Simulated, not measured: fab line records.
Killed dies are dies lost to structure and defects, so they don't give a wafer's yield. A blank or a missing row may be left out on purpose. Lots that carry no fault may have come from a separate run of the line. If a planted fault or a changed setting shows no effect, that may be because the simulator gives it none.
Matching of chambers    flow n5 finfet    N5_BEOL_M1_ALD_84 on ald metal-02: 4 sister chambers
The step deposits TaN, pulse time 2 s, purge time 3 s, co reactant purge time 2 s. 4 wafers are shown with their chamber, then 7 later ones without.

WAFERS, EACH WITH ITS CHAMBER
wafer   chamber  heater power w (W)
L082.1  0        417
L082.2  2        414
L082.4  1        446
L094.5  3        407

WAFERS WITH NO CHAMBER GIVEN
wafer   heater power w (W)
L094.6  414
L095.1  434
L095.3  425
L095.6  426
L097.1  412
L097.3  428
L097.6  455

WHICH CHAMBER EACH ONE RAN IN
wafer   from the rows above                in truth
L094.6  can't be placed: 2 or 0 or 3       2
L095.1  can't be placed: 1 or 0 or 2 or 3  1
L095.3  can't be placed: 0 or 2 or 3 or 1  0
L095.6  can't be placed: 0 or 2 or 3 or 1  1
L097.1  can't be placed: 2 or 0 or 3       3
L097.3  can't be placed: 0 or 2 or 1 or 3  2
L097.6  1                                  1
Placed correctly: 1 of 7. These rows do not allow placing 6 (true chamber among the candidates in 6). Number placed wrongly: 0.
How it was worked out, from the rows above alone: a wafer's distance from a chamber is the root of the sum, over the readings, of the square of ((its reading less the chamber's mean) divided by the reading's scatter). If the next closest chamber is less than 2 further off than the closest, the wafer can't be placed; otherwise it belongs to the closest. For every chamber, the mean is computed from those of its wafers that are shown. The scatter (one wafer shown for each chamber): square how far every hidden wafer sits from the nearest shown wafer, average those squares and take the square root.
